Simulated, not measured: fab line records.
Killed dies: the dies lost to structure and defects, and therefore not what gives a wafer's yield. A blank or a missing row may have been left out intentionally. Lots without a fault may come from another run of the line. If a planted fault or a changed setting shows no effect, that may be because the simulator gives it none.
fab line records + flow nand_harc
record
- lots=5
- wafers=15
- last_day=32
route steps=1302 shown P_GATE@155 END@1302
lots that met no fault: from a run of the same line without faults
start_h: start of the lot's first displayed wafer, in hours after the record's first day + wait_h: how many hours have passed since the lot's step before this one + " the same as in the row above + L1.1+2: a single row standing in for several wafers + - value missing, or start not given + * or withheld: withheld + < > ~ a bound
route shown NAME@n: NAME is a module with steps in the file, n the number in the route of the first one + usual: the fault-free wafers' mean and standard deviation + same: alike in all rows + chamber/n: place in a boat + sites: each site's reading + _std_site: standard deviation across them + _edge_site: outer sites' mean less inner sites' + radius_mm: how far each site lies from the wafer's centre + mask NAME#n: copy n + behind: tool/chamber where the wafer was last shaped + hold: cause of the lot's hold/its duration in hours/its outcome + device: the n, p or np transistor that did not switch + end of line: tests run on the same wafers once the route is complete + step lacking rows: just its recipe + killed: not the wafer's yield, but the dies lost to structure and defects at the first sort + map: dies across one wafer; x = killed, . = not, _ = none there
set.NAME: the setting the step ran with; set.NAME@STEP: the setting that earlier step ran with + model.NAME: the simulator's own value behind a step, which no gauge read
lots seen at some steps along the route; tables by step, rows by wafer
services: a tool's chamber out of use, with start hour (start_h, from the record's first day; less than 0 if before it), hours out, and reason
## steps
# step NHARC_P_GATE_ALD_36
# recipe
- target_thk_a=200
- pulse_time_s=60
- ald_cycles=223
- temp_c=400
- material=SiNx
# usual
- heater_power_outer_w=497/46
- heater_power_w=805/77
- precursor_pulse_height_rel=0.998/0.018
# same
- pulse_time_s=60
| lot.wafer | tool       | chamber | start_h | wait_h | heater_power_outer_w | heater_power_w | precursor_pulse_height_rel |
|-----------|------------|---------|---------|--------|----------------------|----------------|----------------------------|
| L113.1    | ald_sin-04 | 1       | 114.42  | -      | 473                  | 790            | 0.977                      |
| L113.5    | "          | 1       | 118.67  | -      | 465                  | 754            | 1.006                      |
| L113.6    | "          | 2       | 119.73  | -      | 481                  | 769            | 0.991                      |
| L116.3    | ald_sin-01 | 1       | 138.88  | -      | 438                  | 701            | 1.018                      |
| L116.2    | "          | 3       | 141.00  | -      | 499                  | 841            | 1.019                      |
| L116.5    | "          | 1       | 143.12  | -      | 439                  | 707            | 1.004                      |
| L119.1    | ald_sin-01 | 3       | 169.03  | -      | 497                  | 822            | 0.979                      |
| L119.2    | "          | 1       | 171.11  | -      | 444                  | 719            | 0.989                      |
| L119.5    | "          | 3       | 173.19  | -      | 493                  | 834            | 1.011                      |
| L123.1    | ald_sin-01 | 0       | 208.25  | -      | 497                  | 781            | 1.034                      |
| L123.2    | "          | 1       | 209.31  | -      | 443                  | 717            | 1.006                      |
| L123.4    | "          | 2       | 210.37  | -      | 574                  | 981            | 1.003                      |
| L130.1    | ald_sin-01 | 1       | 282.95  | -      | 431                  | 682            | 0.997                      |
| L130.4    | "          | 3       | 288.60  | -      | 488                  | 869            | 0.983                      |
| L130.6    | "          | 0       | 290.01  | -      | 499                  | 800            | 0.969                      |
# step NHARC_P_GATE_ETCHBACK_37
# recipe
- target_depth_a=345
- time_s=17.2
- chf3_flow_sccm=50
- o2_flow_sccm=10
- ar_flow_sccm=200
- rf_w=500
- bias_w=200
- chemistry=CHF3/O2
# usual
- drypump_motor_current_A=5.9/0.63
- oes_product_au=0.96/0.033
- rf_fwd_power_W=489.4/2.6
- rf_vpp_V=369.9/1.9
- showerhead_plenum_p_Torr=2.37/0.078
- throttle_valve_pct=20.573/0.0096
| lot.wafer | tool        | chamber | start_h | wait_h | drypump_motor_current_A | oes_product_au | rf_fwd_power_W | rf_hours_counter_h | rf_vpp_V | showerhead_plenum_p_Torr | throttle_valve_pct |
|-----------|-------------|---------|---------|--------|-------------------------|----------------|----------------|--------------------|----------|--------------------------|--------------------|
| L113.1    | rie_diel-03 | 2       | -       | -      | 5.9                     | 1.02           | 486.8          | 0.2                | 369.1    | 2.30                     | 20.570             |
| L113.5    | "           | 2       | "       | "      | 5.9                     | 1.02           | 485.9          | -                  | 368.2    | 2.30                     | 20.583             |
| L113.6    | "           | 3       | "       | "      | 5.6                     | 1.01           | 488.6          | -                  | 367.8    | 2.30                     | 20.572             |
| L116.2    | rie_diel-03 | 3       | -       | -      | 5.6                     | 0.99           | 489.1          | 1.3                | 369.3    | 2.30                     | 20.546             |
| L116.3    | "           | 0       | "       | "      | 6.1                     | 1.00           | 494.5          | 1.4                | 368.1    | 2.32                     | 20.568             |
| L116.5    | "           | 3       | "       | "      | 5.6                     | 1.00           | 490.0          | -                  | 369.2    | 2.30                     | 20.597             |
| L119.1    | rie_diel-07 | 2       | -       | -      | 6.1                     | 0.94           | 492.6          | 1.4                | 372.2    | 2.43                     | 20.566             |
| L119.2    | "           | 3       | "       | "      | 5.2                     | 0.93           | 485.1          | 3.1                | 374.5    | 2.51                     | 20.571             |
| L119.5    | "           | 1       | "       | "      | 6.6                     | 0.94           | 491.9          | -                  | 370.1    | 2.39                     | 20.563             |
| L123.4    | rie_diel-01 | 2       | -       | -      | 5.5                     | 1.00           | 491.1          | 0.5                | 368.7    | 2.34                     | 20.579             |
| L123.1    | "           | 3       | "       | "      | 4.8                     | 1.01           | 486.8          | 0.5                | 371.2    | 2.43                     | 20.565             |
| L123.2    | "           | 0       | "       | "      | 6.2                     | 1.01           | 488.9          | 1.0                | 367.3    | 2.26                     | 20.559             |
| L130.1    | rie_diel-01 | 3       | -       | -      | 4.9                     | 0.94           | 486.8          | 5.8                | 371.1    | 2.43                     | 20.571             |
| L130.4    | "           | 1       | "       | "      | 6.7                     | 0.94           | 487.0          | 6.6                | 367.7    | 2.28                     | 20.571             |
| L130.6    | "           | 3       | "       | "      | 4.8                     | 0.93           | 487.2          | -                  | 371.0    | 2.43                     | 20.578             |
# step NHARC_P_GATE_STRIP_101
# recipe
- time_s=20
- o2_flow_sccm=500
- ar_flow_sccm=0
- bias_w=0
- chemistry=O2
# usual
- drypump_motor_current_A=5.8/0.63
- oes_product_au=1.010/0.0076
- rf_vpp_V=57.6/0.89
- showerhead_plenum_p_Torr=3.47/0.11
- throttle_valve_pct=17.035/0.0095
| lot.wafer | tool        | chamber | start_h | wait_h | drypump_motor_current_A | oes_product_au | rf_hours_counter_h | rf_vpp_V | showerhead_plenum_p_Torr | throttle_valve_pct |
|-----------|-------------|---------|---------|--------|-------------------------|----------------|--------------------|----------|--------------------------|--------------------|
| L113.1    | rie_diel-03 | 2       | 124.06  | 0.1    | 5.9                     | 1.018          | 0.2                | 58.0     | 3.39                     | 17.034             |
| L113.5    | "           | 0       | "       | "      | 6.1                     | 1.013          | -                  | 57.6     | 3.41                     | 17.033             |
| L113.6    | "           | 1       | "       | "      | 6.6                     | 1.005          | -                  | 57.2     | 3.67                     | 17.045             |
| L116.3    | rie_diel-03 | 2       | 148.50  | 0.1    | 5.9                     | 1.015          | 1.0                | 57.0     | 3.39                     | 17.032             |
| L116.2    | "           | 0       | "       | "      | 6.2                     | 1.024          | 1.4                | 57.4     | 3.41                     | 17.026             |
| L116.5    | "           | 2       | "       | "      | 5.9                     | 1.021          | -                  | 56.5     | 3.39                     | 17.035             |
| L119.1    | rie_diel-07 | 3       | 178.54  | 0.1    | 5.3                     | 1.002          | 3.1                | 60.2     | 3.69                     | 17.026             |
| L119.2    | "           | 2       | "       | "      | 6.1                     | 1.000          | 1.4                | 58.0     | 3.56                     | 17.035             |
| L119.5    | "           | 0       | "       | "      | 4.9                     | 1.027          | -                  | 58.4     | 3.48                     | 17.040             |
| L123.1    | rie_diel-01 | 2       | 217.88  | 0.1    | 5.6                     | 1.012          | 0.5                | 55.7     | 3.44                     | 17.028             |
| L123.4    | "           | 3       | "       | "      | 4.8                     | 1.014          | 0.6                | 57.6     | 3.57                     | 17.027             |
| L123.2    | "           | 0       | "       | "      | 6.1                     | 1.022          | 1.0                | 56.2     | 3.32                     | 17.038             |
| L130.4    | rie_diel-01 | 2       | 294.74  | 0.1    | 5.5                     | 1.016          | 5.4                | 58.5     | 3.44                     | 17.031             |
| L130.1    | "           | 0       | "       | "      | 6.1                     | 1.004          | 7.1                | 57.1     | 3.32                     | 17.047             |
| L130.6    | "           | 1       | "       | "      | 6.7                     | 1.006          | -                  | 56.9     | 3.35                     | 17.026             |
# step NHARC_P_GATE_PRECLEAN_97
# recipe
- time_s=600
- temp_c=120
- chemistry=SPM
# step NHARC_P_GATE_SRD_98
# step NHARC_P_GATE_PRECLEAN_99
# recipe
- time_s=*
- temp_c=50
- bath_age_min=0
- chemistry=SC1
# step NHARC_P_GATE_SRD_100
# step NHARC_P_GATE_DEHYDRATE_38
# recipe
- temp_c=150
- time_s=120
# step NHARC_P_GATE_HMDS_39
# recipe
- time_s=30
# step NHARC_P_GATE_COAT_40
# recipe
- spin_rpm=3000
# step NHARC_P_GATE_SOFTBAKE_41
# recipe
- temp_c=122
- time_s=95
# step NHARC_P_GATE_EBR_42
# step NHARC_P_GATE_EXPOSE_43
# recipe
- na=0.6
- target_cd_nm=720
- dose_mj=14.81
- mask_id=P_NSD
# usual
- stage_vel_mm_s=500.03/0.25
| lot.wafer | tool           | chamber | start_h | wait_h | mask       | stage_vel_mm_s |
|-----------|----------------|---------|---------|--------|------------|----------------|
| L113.1    | krf_scanner-04 | 0       | 124.82  | -      | P_NSD#0    | 499.94         |
| L113.5    | "              | 0       | "       | "      | P_NSD#0    | 500.31         |
| L113.6    | "              | 0       | "       | "      | P_NSD#0    | 500.08         |
| L116.2    | krf_scanner-04 | 0       | 149.27  | -      | P_NSD#0    | 500.14         |
| L116.3    | "              | 0       | "       | "      | P_NSD#0    | 499.85         |
| L116.5    | "              | 0       | "       | "      | P_NSD#0    | 500.29         |
| L119.1    | krf_scanner-04 | 0       | 179.30  | -      | P_NSD_R1#0 | 499.66         |
| L119.2    | "              | 0       | "       | "      | P_NSD_R1#0 | 500.02         |
| L119.5    | "              | 0       | "       | "      | P_NSD_R1#0 | 499.80         |
| L123.1    | krf_scanner-03 | 0       | 218.52  | -      | P_NSD#0    | 499.58         |
| L123.2    | "              | 0       | "       | "      | P_NSD#0    | 499.51         |
| L123.4    | "              | 0       | "       | "      | P_NSD#0    | 499.81         |
| L130.1    | krf_scanner-04 | 0       | 295.50  | -      | P_NSD#0    | 499.94         |
| L130.4    | "              | 0       | "       | "      | P_NSD#0    | 500.35         |
| L130.6    | "              | 0       | "       | "      | P_NSD#0    | 500.04         |
# step NHARC_P_GATE_PEB_44
# recipe
- peb_temp_c=118
- peb_time_s=85
# step NHARC_P_GATE_DEVELOP_45
# recipe
- time_s=70
# step NHARC_P_GATE_CD_MEAS_46
# recipe
- target_cd_nm=720
- landing_energy_ev=500
# usual
- cd_nm=721.1/1.6
| lot.wafer | tool      | chamber | start_h | wait_h | cd_nm |
|-----------|-----------|---------|---------|--------|-------|
| L113.1    | cd_sem-02 | 0       | 124.97  | -      | 719.8 |
| L113.5    | "         | 0       | "       | "      | 719.5 |
| L113.6    | "         | 0       | "       | "      | 722.6 |
| L116.2    | cd_sem-02 | 0       | 149.42  | -      | 721.5 |
| L116.3    | "         | 0       | "       | "      | 719.3 |
| L116.5    | "         | 0       | "       | "      | 720.6 |
| L119.1    | cd_sem-03 | 0       | 179.46  | -      | 710.2 |
| L119.2    | "         | 0       | "       | "      | 710.4 |
| L119.5    | "         | 0       | "       | "      | 710.0 |
| L123.1    | cd_sem-02 | 0       | 218.68  | -      | 719.1 |
| L123.2    | "         | 0       | "       | "      | 716.9 |
| L123.4    | "         | 0       | "       | "      | 719.5 |
| L130.1    | cd_sem-01 | 0       | 295.66  | -      | 719.5 |
| L130.4    | "         | 0       | "       | "      | 718.0 |
| L130.6    | "         | 0       | "       | "      | 718.9 |
# step NHARC_P_GATE_HARDBAKE_47
# recipe
- temp_c=125
- time_s=80
# step NHARC_P_GATE_DESCUM_48
# recipe
- time_s=3
- o2_flow_sccm=200
- ar_flow_sccm=0
- bias_power_w=0
- chemistry=O2
# usual
- drypump_motor_current_A=5.8/0.66
- oes_product_au=1.006/0.0094
- rf_vpp_V=57.6/0.96
- showerhead_plenum_p_Torr=1.88/0.067
- throttle_valve_pct=11.310/0.0092
| lot.wafer | tool        | chamber | start_h | wait_h | drypump_motor_current_A | oes_product_au | rf_hours_counter_h | rf_vpp_V | showerhead_plenum_p_Torr | throttle_valve_pct | model.P_GATE.cd_nm |
|-----------|-------------|---------|---------|--------|-------------------------|----------------|--------------------|----------|--------------------------|--------------------|--------------------|
| L113.1    | rie_diel-01 | 2       | 125.15  | -      | 5.5                     | 0.993          | 7.0                | 56.7     | 1.86                     | 11.313             | 720.4              |
| L113.6    | "           | 1       | "       | "      | 6.7                     | 0.983          | -                  | 57.5     | 1.81                     | 11.317             | 723.1              |
| L113.5    | "           | 2       | "       | "      | 5.5                     | 0.990          | -                  | 58.7     | 1.86                     | 11.303             | 720.1              |
| L116.2    | rie_diel-07 | 1       | 149.60  | -      | 6.5                     | 1.016          | 1.8                | 58.1     | 1.90                     | 11.308             | 721.5              |
| L116.3    | "           | 2       | "       | "      | 6.1                     | 0.991          | 0.6                | 57.8     | 1.93                     | 11.295             | 719.6              |
| L116.5    | "           | 0       | "       | "      | 4.9                     | 1.019          | -                  | 58.3     | 1.88                     | 11.310             | 721                |
| L119.1    | rie_diel-07 | 3       | 179.62  | -      | 5.3                     | 1.003          | 3.1                | 59.0     | 2.01                     | 11.315             | 709.9              |
| L119.2    | "           | 1       | "       | "      | 6.5                     | 1.013          | 2.6                | 56.9     | 1.90                     | 11.297             | 709.8              |
| L119.5    | "           | 3       | "       | "      | 5.2                     | 0.997          | -                  | 58.6     | 2.01                     | 11.300             | 710.4              |
| L123.2    | rie_diel-07 | 0       | 218.84  | -      | 4.9                     | 1.002          | 3.9                | 57.9     | 1.88                     | 11.306             | 717.9              |
| L123.1    | "           | 2       | "       | "      | 6.1                     | 0.995          | 1.9                | 58.0     | 1.93                     | 11.304             | 719.5              |
| L123.4    | "           | 3       | "       | "      | 5.2                     | 1.008          | 3.7                | 60.7     | 2.00                     | 11.318             | 720                |
| L130.4    | rie_diel-01 | 0       | 295.82  | -      | 6.2                     | 1.009          | 7.1                | 56.1     | 1.79                     | 11.323             | 717.2              |
| L130.1    | "           | 1       | "       | "      | 6.7                     | 1.002          | 6.7                | 55.7     | 1.81                     | 11.308             | 719.4              |
| L130.6    | "           | 1       | "       | "      | 6.7                     | 0.997          | -                  | 57.7     | 1.81                     | 11.323             | 719.3              |
# step NHARC_P_GATE_IMPLANT_49
# recipe
- energy_kev=30
- dose_cm2=3e+15
- tilt_deg=7
# step NHARC_END_SORT_01
# recipe
- temp_c=25
# usual
- killed_at_array=58/20
- killed_at_other=0.8/1
- killed_at_periphery=4.6/2.8
- killed_dies=63/19
- killed_open=3.4/2
- killed_short=2.4/1.8
# same
- gross_dies=677
| lot.wafer | tool      | chamber | start_h | wait_h | killed_at_array | killed_at_other | killed_at_periphery | killed_dies | killed_open | killed_short |
|-----------|-----------|---------|---------|--------|-----------------|-----------------|---------------------|-------------|-------------|--------------|
| L119.1    | prober-02 | 0       | 642.80  | 2.5    | 45              | 0               | 3                   | 48          | 2           | 3            |
| L119.2    | prober-02 | 0       | 643.60  | 2.8    | 60              | 0               | 4                   | 64          | 4           | 1            |
| L119.5    | prober-02 | 0       | 646.03  | 3.7    | 53              | 1               | 3                   | 57          | 5           | 1            |
| L123.1    | prober-02 | 0       | 679.05  | 2.5    | 56              | 0               | 6                   | 62          | 5           | 3            |
| L123.2    | prober-02 | 0       | 679.85  | 2.8    | 50              | 0               | 8                   | 58          | 7           | 1            |
| L123.4    | prober-02 | 0       | 681.46  | 3.4    | 51              | 1               | 7                   | 59          | 6           | 5            |
# killed by level:class
L119.1 A_SLIT:chamber_film_flake=17 A_CHANNEL_HOLE_D2:chamber_film_flake=8 A_M1:chamber_film_flake=6 A_WL_FILL:chamber_film_flake=3 A_CHANNEL_HOLE_D1:chamber_film_flake=2 A_CONTACT:chamber_film_flake=2 P_GATE:geometric_particle:open=1 A_ONON_D1:geometric_particle:short=1
L119.2 A_SLIT:chamber_film_flake=25 A_CHANNEL_HOLE_D2:chamber_film_flake=12 A_CHANNEL_HOLE_D1:chamber_film_flake=5 A_CHANNEL_FILL_D1:chamber_film_flake=5 A_WL_FILL:chamber_film_flake=3 A_M1:chamber_film_flake=3 A_CONTACT:chamber_film_flake=2 P_GATE:geometric_particle:open=1
L119.5 A_SLIT:chamber_film_flake=26 A_CHANNEL_HOLE_D2:chamber_film_flake=10 A_CHANNEL_HOLE_D1:chamber_film_flake=5 A_CHANNEL_HOLE_D1:geometric_particle:open=2 P_CONTACT:chamber_film_flake=2 A_CHANNEL_FILL_D1:chamber_film_flake=2 A_WL_FILL:geometric_particle:open=1 A_CONTACT:geometric_particle:open=1
L123.1 A_SLIT:chamber_film_flake=35 A_CHANNEL_HOLE_D1:chamber_film_flake=7 A_M1:geometric_particle:open=2 P_M2:chamber_film_flake=2 A_CONTACT:chamber_film_flake=2 A_BLC:chamber_film_flake=2 P_M0:geometric_particle:short=1 P_M0:geometric_particle:open=1
L123.2 A_SLIT:chamber_film_flake=34 P_M2:chamber_film_flake=4 A_CONTACT:chamber_film_flake=4 A_CHANNEL_FILL_D2:geometric_particle:open=3 A_CHANNEL_HOLE_D1:chamber_film_flake=3 A_STAIRCASE:chamber_film_flake=3 P_GATE:geometric_particle:open=1 P_CONTACT:geometric_particle:short=1
L123.4 A_SLIT:chamber_film_flake=31 A_CHANNEL_HOLE_D1:chamber_film_flake=4 A_CONTACT:chamber_film_flake=3 A_WL_FILL:geometric_particle:short=2 P_GATE:chamber_film_flake=2 P_M2:chamber_film_flake=2 A_ZERO_WELL:chamber_film_flake=2 P_GATE:geometric_particle:open=1
## services
| tool           | chamber | start_h | hours | kind   |
|----------------|---------|---------|-------|--------|
| rie_diel-01    | 0       | 92.16   | 16.5  | repair |
| rie_diel-03    | -       | 104.77  | 9.0   | pm     |
| rie_diel-01    | 0       | 109.59  | -     | clean  |
| rie_diel-01    | 1       | 109.59  | -     | clean  |
| rie_diel-07    | -       | 117.26  | 9.0   | pm     |
| ald_sin-01     | 3       | 122.45  | 9.2   | repair |
| krf_scanner-04 | -       | 138.09  | 8.3   | repair |
| ald_sin-04     | 2       | 151.27  | 4.0   | repair |
| rie_diel-03    | -       | 152.94  | 0.1   | repair |
| rie_diel-03    | 0       | 164.37  | 4.5   | repair |
| ald_sin-01     | 1       | 167.30  | 1.5   | repair |
| rie_diel-03    | 1       | 177.74  | 3.3   | repair |
| krf_scanner-04 | -       | 182.00  | 4.0   | pm     |
| rie_diel-01    | -       | 204.55  | 9.0   | pm     |
| krf_scanner-03 | -       | 224.01  | 4.0   | pm     |
| rie_diel-07    | -       | 230.30  | 1.5   | repair |
| ald_sin-04     | 2       | 232.20  | 1.2   | repair |
| rie_diel-07    | 3       | 237.47  | 48.7  | repair |
| ald_sin-04     | -       | 254.00  | 10.0  | pm     |
| ald_sin-01     | 2       | 281.23  | 3.9   | repair |
| rie_diel-03    | -       | 281.77  | 9.0   | pm     |
| rie_diel-07    | -       | 289.72  | 0.4   | repair |
| rie_diel-03    | -       | 291.70  | 0.2   | repair |
| rie_diel-07    | -       | 294.26  | 9.0   | pm     |
## key
first_sign
- step=NHARC_P_GATE_EXPOSE_43
- reading=mask
- direction=changed
effect
- step=NHARC_P_GATE_CD_MEAS_46
- reading=cd_nm
- direction=down
- sigmas=6.8
- usual=721.1
- struck=710.2
model_effect
- step=NHARC_P_GATE_DESCUM_48
- value=P_GATE.cd_nm
- without=721.5
- struck=710
met_at NHARC_P_GATE_EXPOSE_43
struck_wafers L119.1,L119.2,L119.5
tester_left_out L119
onset_between 149.27 179.30
fault
- kind=wrong_mask
- tool=any
- chamber=-
- onset_h=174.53
- steps=NHARC_P_GATE_EXPOSE_43
- aux_copy=P_NSD_R1#0
- cd_offset_nm=-11.447
- scope=struck_lots_only
# tester_left_out: of these lots the tester's yield and bins aren't shown, on N5 and GAA mostly nor the transistor test; their killed dies are dies lost to structure and defects alone, not to doping, threshold or leakage, so they don't give the yield
